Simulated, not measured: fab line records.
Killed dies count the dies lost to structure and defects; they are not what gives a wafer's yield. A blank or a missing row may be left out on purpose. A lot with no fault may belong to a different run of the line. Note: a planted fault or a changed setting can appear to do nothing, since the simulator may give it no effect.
fab line records	flow nand-harc
[record] lots = 10	wafers = 30	last-day = 33
route steps=1302 shown P_ZERO_WELL@17 P_STI@80
lots that met no fault: taken from a fault-free run of the same line
start-h: hours from the record's first day to the start of the lot's first wafer shown	wait-h: hours elapsed since this lot's preceding step	" same as the row above	L1.1+2: several wafers, shown together as one row	- no value present, or no start provided	* or withheld: withheld	< > ~ a bound
route shown NAME@n: a module of which the file shows steps, and the number in the route of the first	usual: the fault-free wafers' mean and standard deviation	same: alike in all rows	chamber/n: place in a boat	sites: readings site by site	_std_site: the standard deviation of these	_edge_site: mean of outer sites minus mean of inner sites	radius-mm: how far each site lies from the wafer's centre	mask NAME#n: copy n	behind: the most recent tool/chamber to have shaped the wafer	hold: what put the lot on hold/how long, in hours/how the hold closed	device: names the non-switching transistor (n, p or np)	end of line: the route-end tests of the same wafers	a step with no rows: only its recipe	killed: the dies lost at the first sort to structure and to defects; this is not the yield of the wafer	map: per-die view of a wafer (x killed, . not killed, _ where there is no die)
set.NAME: the setting the step ran with; set.NAME@STEP: the setting that earlier step ran with	model.NAME: the simulator's own value behind a step, which no gauge read
a sample of lots followed through the steps of the route, with each step as a table and each wafer as a row
services: the hour from which a tool's chamber was out of use, counted from the record's first day as start-h (under 0 if before that day), plus the number of hours and why
[[steps]]
[step NHARC_P_ZERO_WELL_ETCH_65]
[recipe] target-depth-a = 800	overetch-a = 240	time-s = 87.88	ion-energy-ev = 200	n2-flow-sccm = 150	h2-flow-sccm = 150	ar-flow-sccm = 0	rf-w = 400	bias-w = 150	chemistry = N2/H2
[usual] drypump-motor-current-A = 5.8/0.35	oes-product-au = 1.000/0.014	rf-vpp-V = 431.2/2.8	showerhead-plenum-p-Torr = 2.06/0.097	throttle-valve-pct = 14.172/0.0091
lot.wafer	tool	chamber	start-h	wait-h	drypump-motor-current-A	oes-product-au	rf-hours-counter-h	rf-vpp-V	showerhead-plenum-p-Torr	throttle-valve-pct
L170.1	rie-diel-03	3	21.36	0.1	5.4	0.992	25	429.3	1.99	14.174
L170.6	"	3	"	"	5.4	1.005	-	428.3	1.99	14.164
L170.5	"	0	"	"	6.2	0.985	-	428.4	1.93	14.177
L171.1	rie-diel-03	3	31.37	0.1	5.4	1.005	28	428.5	1.99	14.175
L171.4	"	0	"	"	6.2	0.982	33	428.5	1.93	14.158
L171.5	"	0	"	"	6.2	0.986	-	428.1	1.93	14.177
L174.3	rie-diel-01	0	61.57	0.1	5.9	0.988	12	432.6	2.11	14.175
L174.1	"	1	"	"	5.6	1.002	11	433.1	2.15	14.171
L174.6	"	1	"	"	5.6	0.992	-	433.8	2.15	14.179
L175.3	rie-diel-01	0	73.37	0.2	5.9	0.995	17	432.1	2.10	14.160
L175.4	"	3	"	"	6.4	0.991	18	427.1	1.95	14.165
L175.5	"	0	"	"	5.9	0.983	-	432.9	2.10	14.167
L176.3	rie-diel-13	1	81.51	0.1	5.6	1.001	26	432.9	2.15	14.174
L176.4	"	1	"	"	5.6	1.005	-	434.2	2.15	14.180
L176.5	"	3	"	"	5.1	1.000	-	428.7	1.96	14.159
L178.1	rie-diel-01	1	101.56	0.3	5.7	1.003	23	433.5	2.15	14.179
L178.3	"	3	"	"	6.3	0.982	26	427.5	1.95	14.174
L178.5	"	1	"	"	5.7	1.010	-	435.3	2.15	14.175
L181.3	rie-diel-13	3	131.56	0.1	5.1	0.996	35	427.8	1.95	14.171
L181.6	"	2	"	"	6.1	1.018	-	435.4	2.20	14.161
L181.5	"	3	"	"	5.1	0.992	-	426.8	1.95	14.176
L191.3	rie-diel-01	1	231.51	0.2	5.6	1.004	7	431.6	2.13	14.162
L191.5	"	2	"	"	5.9	1.028	-	429.0	2.02	14.171
L191.6	"	3	"	"	6.4	0.999	-	426.9	1.93	14.158
L192.1	rie-diel-13	1	241.79	0.1	5.6	1.004	24	432.4	2.13	14.174
L192.2	"	3	"	"	5.1	0.993	25	426.1	1.94	14.184
L192.5	"	1	"	"	5.6	0.990	-	431.8	2.13	14.163
L193.3	rie-diel-01	2	251.49	0.1	5.9	1.033	15	430.9	2.01	14.185
L193.4	"	3	"	"	6.3	0.991	14	428.6	1.93	14.158
L193.5	"	1	"	"	5.7	1.009	-	431.9	2.13	14.170
[step NHARC_P_ZERO_WELL_CD_MEAS_52]
[recipe] target-cd-nm = 2000	landing-energy-ev = 500
[usual] cd-nm = 2001.6/2.7
lot.wafer	tool	chamber	start-h	wait-h	cd-nm
L170.1	cd-sem-02	0	25.62	-	1998.8
L170.5	"	0	"	"	2000.5
L170.6	"	0	"	"	2002.3
L171.1	cd-sem-03	0	35.49	-	2004.4
L171.4	"	0	"	"	2003.4
L171.5	"	0	"	"	2003.7
L174.1	cd-sem-02	0	65.85	-	2002.0
L174.3	"	0	"	"	1999.6
L174.6	"	0	"	"	2001.8
L175.3	cd-sem-01	0	77.80	-	1999.5
L175.4	"	0	"	"	2001.6
L175.5	"	0	"	"	1999.9
L176.3	cd-sem-03	0	85.86	-	1998.2
L176.4	"	0	"	"	2000.8
L176.5	"	0	"	"	2001.8
L178.1	cd-sem-03	0	105.96	-	2003.2
L178.3	"	0	"	"	2002.3
L178.5	"	0	"	"	2004.5
L181.3	cd-sem-01	0	135.96	-	2002.9
L181.5	"	0	"	"	2004.4
L181.6	"	0	"	"	1999.4
L191.3	cd-sem-01	0	235.98	-	2003.2
L191.5	"	0	"	"	2003.3
L191.6	"	0	"	"	2001.7
L192.1	cd-sem-02	0	245.95	-	1995.1
L192.2	"	0	"	"	2002.1
L192.5	"	0	"	"	1996.7
L193.3	cd-sem-03	0	255.86	-	2004.2
L193.4	"	0	"	"	2007.7
L193.5	"	0	"	"	2002.5
[step NHARC_P_STI_EXPOSE_06]
[recipe] na = 0.55	target-cd-nm = 200	dose-mj = 37.69	mask-id = P_STI
[usual] stage-vel-mm-s = 500.03/0.24
lot.wafer	tool	chamber	start-h	wait-h	mask	stage-vel-mm-s
L170.1	krf-scanner-01	0	49.80	-	P_STI#0	499.85
L170.5	"	0	"	"	P_STI#0	500.06
L170.6	"	0	"	"	P_STI#0	499.91
L171.1	krf-scanner-04	0	56.78	-	P_STI#0	499.95
L171.4	"	0	"	"	P_STI#0	499.91
L171.5	"	0	"	"	P_STI#0	500.24
L174.1	krf-scanner-04	0	82.77	-	P_STI#0	500.04
L174.3	"	0	"	"	P_STI#0	499.80
L174.6	"	0	"	"	P_STI#0	499.76
L175.3	krf-scanner-03	0	95.56	-	P_STI#0	500.49
L175.4	"	0	"	"	P_STI#0	500.08
L175.5	"	0	"	"	P_STI#0	500.26
L176.3	krf-scanner-04	0	106.34	-	P_STI#0	499.88
L176.4	"	0	"	"	P_STI#0	500.19
L176.5	"	0	"	"	P_STI#0	500.29
L178.1	krf-scanner-01	0	122.85	-	P_STI#0	499.79
L178.3	"	0	"	"	P_STI#0	499.61
L178.5	"	0	"	"	P_STI#0	499.79
L181.3	krf-scanner-03	0	153.19	-	P_STI_R1#0	500.04
L181.5	"	0	"	"	P_STI_R1#0	500.08
L181.6	"	0	"	"	P_STI_R1#0	500.21
L191.3	krf-scanner-03	0	255.26	-	P_STI#0	500.22
L191.5	"	0	"	"	P_STI#0	500.04
L191.6	"	0	"	"	P_STI#0	500.01
L192.1	krf-scanner-01	0	266.03	-	P_STI#0	499.90
L192.2	"	0	"	"	P_STI#0	499.89
L192.5	"	0	"	"	P_STI#0	500.06
L193.3	krf-scanner-03	0	273.52	-	P_STI#0	499.99
L193.4	"	0	"	"	P_STI#0	499.78
L193.5	"	0	"	"	P_STI#0	499.95
[step NHARC_P_STI_CD_MEAS_09]
[recipe] target-cd-nm = 200	landing-energy-ev = 500
[usual] cd-nm = 199/3.2
lot.wafer	tool	chamber	start-h	wait-h	hold	cd-nm
L170.1	cd-sem-03	0	49.95	-	-	191
L170.5	"	0	"	"	-	202
L170.6	"	0	"	"	-	199
L171.1	cd-sem-03	0	56.93	-	-	193
L171.4	"	0	"	"	-	194
L171.5	"	0	"	"	-	198
L174.1	cd-sem-03	0	82.93	-	-	198
L174.3	"	0	"	"	-	192
L174.6	"	0	"	"	-	197
L175.3	cd-sem-02	0	95.71	-	-	200
L175.4	"	0	"	"	-	197
L175.5	"	0	"	"	-	199
L176.3	cd-sem-02	0	106.49	-	-	195
L176.4	"	0	"	"	-	202
L176.5	"	0	"	"	-	202
L178.1	cd-sem-03	0	123.00	-	-	202
L178.3	"	0	"	"	-	197
L178.5	"	0	"	"	-	201
L181.3	cd-sem-03	0	153.33	-	await-dispo/0.2h/release	189
L181.5	"	0	"	"	await-dispo/0.2h/release	191
L181.6	"	0	"	"	await-dispo/0.2h/release	184
L181.3	cd-sem-03	0	-	-	-	190
L181.5	"	0	"	"	-	191
L181.6	"	0	"	"	-	184
L191.3	cd-sem-02	0	255.41	-	-	204
L191.5	"	0	"	"	-	204
L191.6	"	0	"	"	-	203
L192.1	cd-sem-03	0	266.18	-	-	199
L192.2	"	0	"	"	-	195
L192.5	"	0	"	"	-	198
L193.3	cd-sem-03	0	273.66	-	-	201
L193.4	"	0	"	"	-	199
L193.5	"	0	"	"	-	197
[step NHARC_P_STI_ETCH_31]
[recipe] target-depth-a = 1089	time-s = 54.5	cf4-flow-sccm = 100	chf3-flow-sccm = 30	ar-flow-sccm = 0	rf-w = 500	bias-w = 200	chemistry = CF4/CHF3
[usual] drypump-motor-current-A = 5.6/0.47	oes-product-au = 0.966/0.017	rf-vpp-V = 370.4/2.4	showerhead-plenum-p-Torr = 1.57/0.065	throttle-valve-pct = 16.803/0.0087
lot.wafer	tool	chamber	start-h	wait-h	drypump-motor-current-A	oes-product-au	rf-hours-counter-h	rf-vpp-V	showerhead-plenum-p-Torr	throttle-valve-pct
L170.1	rie-diel-10	2	-	-	5.2	0.974	9.9	374.4	1.69	16.821
L170.6	"	0	"	"	5.1	0.983	-	370.8	1.56	16.801
L170.5	"	2	"	"	5.2	0.983	-	375.2	1.69	16.814
L171.1	rie-diel-09	2	-	-	6.3	0.955	4.5	368.1	1.47	16.791
L171.5	"	2	"	"	6.2	0.953	-	366.4	1.47	16.802
L171.4	"	3	"	"	5.6	0.980	-	371.5	1.62	16.802
L174.1	rie-diel-09	0	-	-	5.0	0.961	5.2	368.1	1.50	16.798
L174.3	"	1	"	"	5.8	0.989	3.5	372.7	1.63	16.791
L174.6	"	2	"	"	6.3	0.970	-	368.4	1.47	16.805
L175.4	rie-diel-09	1	-	-	5.8	0.962	4.1	373.7	1.63	16.802
L175.3	"	3	"	"	5.6	0.992	6.2	372.0	1.62	16.799
L175.5	"	2	"	"	6.3	0.981	-	367.9	1.47	16.801
L176.3	rie-diel-10	1	-	-	5.9	0.968	2.2	370.9	1.55	16.784
L176.4	"	2	"	"	5.2	0.968	1.9	374.6	1.69	16.803
L176.5	"	0	"	"	5.1	0.973	-	369.7	1.56	16.811
L178.1	rie-diel-09	3	-	-	5.6	0.935	7.0	371.6	1.62	16.806
L178.3	"	1	"	"	5.8	0.961	4.7	373.9	1.63	16.800
L178.5	"	2	"	"	6.2	0.929	-	367.3	1.47	16.807
L181.3	rie-diel-10	3	-	-	6.4	0.969	4.2	368.4	1.52	16.800
L181.6	"	3	"	"	6.3	0.969	-	368.4	1.52	16.801
L181.5	"	0	"	"	5.1	0.961	-	369.9	1.56	16.808
L191.3	rie-diel-10	0	-	-	5.1	0.976	0.1	372.1	1.55	16.808
L191.6	"	3	"	"	6.3	0.974	-	369.1	1.52	16.820
L191.5	"	0	"	"	5.1	0.979	-	370.9	1.55	16.796
L192.2	rie-diel-10	3	-	-	6.4	0.955	1.0	369.2	1.52	16.805
L192.1	"	1	"	"	5.9	0.952	0.9	369.0	1.55	16.809
L192.5	"	0	"	"	5.1	0.978	-	369.2	1.55	16.811
L193.4	rie-diel-10	0	-	-	5.1	0.994	1.5	370.9	1.55	16.805
L193.3	"	1	"	"	5.9	0.963	1.5	368.7	1.55	16.819
L193.5	"	2	"	"	5.2	0.965	-	372.6	1.69	16.801
[step NHARC_P_STI_OCD_MEAS_17]
[usual] trench-depth-nm = 300/5.5	trench-foot-cd-nm = 157/3.3
lot.wafer	tool	chamber	start-h	wait-h	hold	trench-depth-nm	trench-foot-cd-nm
L170.1	ocd-02	-	50.77	0.1	-	301	148
L170.5	"	-	"	"	-	296	161
L170.6	"	-	"	"	-	302	157
L171.1	ocd-02	-	57.75	0.1	-	301	151
L171.4	"	-	"	"	-	300	153
L171.5	"	-	"	"	-	311	155
L174.1	ocd-01	-	83.73	0.1	-	300	156
L174.3	"	-	"	"	-	300	149
L174.6	"	-	"	"	-	304	155
L175.3	ocd-02	-	96.49	0.1	-	305	157
L175.4	"	-	"	"	-	308	154
L175.5	"	-	"	"	-	301	158
L176.3	ocd-02	-	107.27	0.1	-	303	153
L176.4	"	-	"	"	-	301	160
L176.5	"	-	"	"	-	303	159
L178.1	ocd-01	-	123.78	0.1	-	295	161
L178.3	"	-	"	"	-	294	155
L178.5	"	-	"	"	-	309	157
L181.3	ocd-02	-	160.34	1.2	await-dispo/0.2h/release	303	147
L181.5	"	-	"	"	await-dispo/0.2h/release	297	149
L181.6	"	-	"	"	await-dispo/0.2h/release	304	141
L181.3	ocd-02	-	160.52	0.2	-	304	147
L181.5	"	-	"	"	-	297	149
L181.6	"	-	"	"	-	303	142
L191.3	ocd-01	-	256.21	0.1	-	298	162
L191.5	"	-	"	"	-	309	161
L191.6	"	-	"	"	-	301	162
L192.1	ocd-01	-	267.01	0.1	-	298	157
L192.2	"	-	"	"	-	311	151
L192.5	"	-	"	"	-	299	156
L193.3	ocd-02	-	274.44	0.1	-	308	157
L193.4	"	-	"	"	-	298	157
L193.5	"	-	"	"	-	295	156
[[services]]
tool	chamber	start-h	hours	kind
rie-diel-10	0	12.67	14.5	repair
rie-diel-01	-	26.82	9.0	pm
rie-diel-09	1	44.39	16.6	repair
rie-diel-10	1	44.54	10.1	repair
krf-scanner-03	-	55.91	4.0	pm
rie-diel-10	-	65.50	9.0	pm
rie-diel-01	3	97.46	1.6	repair
krf-scanner-03	-	103.11	1.1	repair
rie-diel-10	3	103.29	3.4	repair
rie-diel-10	1	118.78	4.6	repair
rie-diel-10	0	138.63	11.2	repair
rie-diel-09	-	143.12	9.0	pm
rie-diel-01	1	150.19	2.9	repair
rie-diel-01	-	168.19	0.2	repair
rie-diel-10	0	176.80	1.6	repair
rie-diel-01	-	203.82	9.0	pm
krf-scanner-03	-	211.98	0.9	repair
rie-diel-09	1	216.74	9.8	repair
rie-diel-09	0	221.90	7.7	repair
rie-diel-10	0	226.27	3.3	repair
krf-scanner-03	-	227.91	4.0	pm
rie-diel-01	0	232.95	9.6	repair
rie-diel-10	-	242.50	9.0	pm
rie-diel-10	2	266.17	1.5	repair
[[key]]
[first-sign] step = NHARC_P_STI_EXPOSE_06	reading = mask	direction = changed
[effect] step = NHARC_P_STI_CD_MEAS_09	reading = visit	direction = added
[effect] step = NHARC_P_STI_OCD_MEAS_17	reading = visit	direction = added
met-at NHARC_P_STI_EXPOSE_06
struck-lots L181
tester-left-out L181
not-acting-at NHARC_P_ZERO_WELL_ETCH_65,NHARC_P_ZERO_WELL_CD_MEAS_52,NHARC_P_STI_ETCH_31
onset-between 95.56 153.19
[fault] kind = wrong-mask	tool = any	chamber = -	onset-h = 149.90	steps = NHARC_P_STI_EXPOSE_06	aux-copy = P_STI_R1#0	cd-offset-nm = -8.367	scope = struck-lots-only
// tester-left-out: of these lots the tester's yield and bins aren't shown, on N5 and GAA mostly nor the transistor test; their killed dies are dies lost to structure and defects alone, not to doping, threshold or leakage, so they don't give the yield
